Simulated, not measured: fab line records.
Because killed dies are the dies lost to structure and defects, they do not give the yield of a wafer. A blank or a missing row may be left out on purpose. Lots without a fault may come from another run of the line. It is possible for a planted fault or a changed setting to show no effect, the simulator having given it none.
Chamber matching + flow nand-harc + NHARC_P_M0_PRE_CLEAN_31 on pecvd-01: 3 sister chambers
The step time 12 s. 6 wafers are shown with their chamber, then 10 later ones without.

## EACH WAFER AND ITS CHAMBER
| wafer  | chamber | susceptor-temp-C (C) | heater-power-w (W) |
|--------|---------|----------------------|--------------------|
| L084.5 | 1       | 370.21               | 563                |
| L084.6 | 0       | 370.18               | 642                |
| L087.1 | 0       | 369.93               | 617                |
| L087.2 | 1       | 370.00               | 566                |
| L089.2 | 2       | 369.86               | 689                |
| L089.4 | 2       | 369.99               | 683                |

## WAFERS WITH NO CHAMBER GIVEN
| wafer  | susceptor-temp-C (C) | heater-power-w (W) |
|--------|----------------------|--------------------|
| L089.5 | 369.96               | 658                |
| L090.1 | 370.10               | 592                |
| L090.5 | 369.77               | 655                |
| L090.6 | 370.03               | 654                |
| L094.2 | 370.26               | 614                |
| L094.4 | 370.23               | 580                |
| L094.6 | 370.18               | 605                |
| L095.3 | 369.82               | 603                |
| L095.4 | 369.69               | 602                |
| L095.5 | 369.60               | 562                |

## THE CHAMBER EACH PASSED THROUGH
| wafer  | from the rows above     | in truth                   |
|--------|-------------------------|----------------------------|
| L089.5 | can't be placed: 2 or 0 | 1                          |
| L090.1 | can't be placed: 1 or 0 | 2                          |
| L090.5 | can't be placed: 0 or 2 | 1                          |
| L090.6 | can't be placed: 0 or 2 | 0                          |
| L094.2 | 0                       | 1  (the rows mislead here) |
| L094.4 | 1                       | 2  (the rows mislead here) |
| L094.6 | can't be placed: 0 or 1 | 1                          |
| L095.3 | can't be placed: 0 or 1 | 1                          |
| L095.4 | can't be placed: 0 or 1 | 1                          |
| L095.5 | 1                       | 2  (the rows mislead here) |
Correctly placed: 0 of 10. These rows do not allow placing 7 (true chamber among the candidates in 4). Number placed wrongly: 3.
How it was worked out, from the rows above alone: a wafer's distance from a chamber is the root of the sum, over the readings, of the square of ((its reading less the chamber's mean) divided by the reading's scatter). If the next closest chamber is less than 2 further off than the closest, the wafer can't be placed; otherwise it belongs to the closest. For every chamber, the mean is computed from those of its wafers that are shown. The scatter is the square root of a quotient: the sum, over the shown wafers, of each reading's squared deviation from its chamber's mean, divided by wafers minus chambers.
